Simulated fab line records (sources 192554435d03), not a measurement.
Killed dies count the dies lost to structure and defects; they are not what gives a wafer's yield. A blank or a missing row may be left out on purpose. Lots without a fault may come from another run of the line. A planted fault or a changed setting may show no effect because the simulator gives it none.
Matching of chambers	flow n5-finfet	N5_BEOL_M12_DEP_53 on pecvd-01 has 3 sister chambers
The step deposits SiCN from 3MS/NH3, target thk 30 nm, time 10.5 s. 6 wafers are shown with their chamber, then 8 later ones without.

WAFERS, EACH WITH ITS CHAMBER
wafer	chamber	throttle-valve-pct (%)	showerhead-plenum-p-Torr (Torr)
L077.5	0	18.9	4.172
L086.4	1	19.7	4.184
L087.6	1	19.7	4.181
L085.3	0	19.1	4.168
L085.4	2	17.5	4.162
L089.3	2	17.3	4.180

WAFERS WHOSE CHAMBER IS MISSING
wafer	throttle-valve-pct (%)	showerhead-plenum-p-Torr (Torr)
L089.4	17.4	4.175
L089.6	19.5	4.164
L091.1	18.7	4.167
L091.2	19.7	4.180
L091.6	17.5	4.168
L093.1	18.8	4.173
L093.3	19.8	4.174
L093.4	17.5	4.168

EACH ONE'S CHAMBER
wafer	from the rows above	in truth
L089.4	2	2
L089.6	can't be placed: 1 or 0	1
L091.1	0	0
L091.2	1	1
L091.6	2	2
L093.1	0	0
L093.3	1	1
L093.4	2	2
Correct placement for 7 of the 8. These rows do not allow placing 1 (true chamber among the candidates in 1). 0 placed wrongly.
How it was worked out, from the rows above alone: a wafer's distance from a chamber is the root of the sum, over the readings, of the square of ((its reading less the chamber's mean) divided by the reading's scatter). The wafer belongs to the nearest chamber; if the next one is less than 2 further off, it can't be placed. A chamber's mean is the mean of its shown wafers. The scatter is the square root of a quotient: the sum, over the shown wafers, of each reading's squared deviation from its chamber's mean, divided by wafers minus chambers.
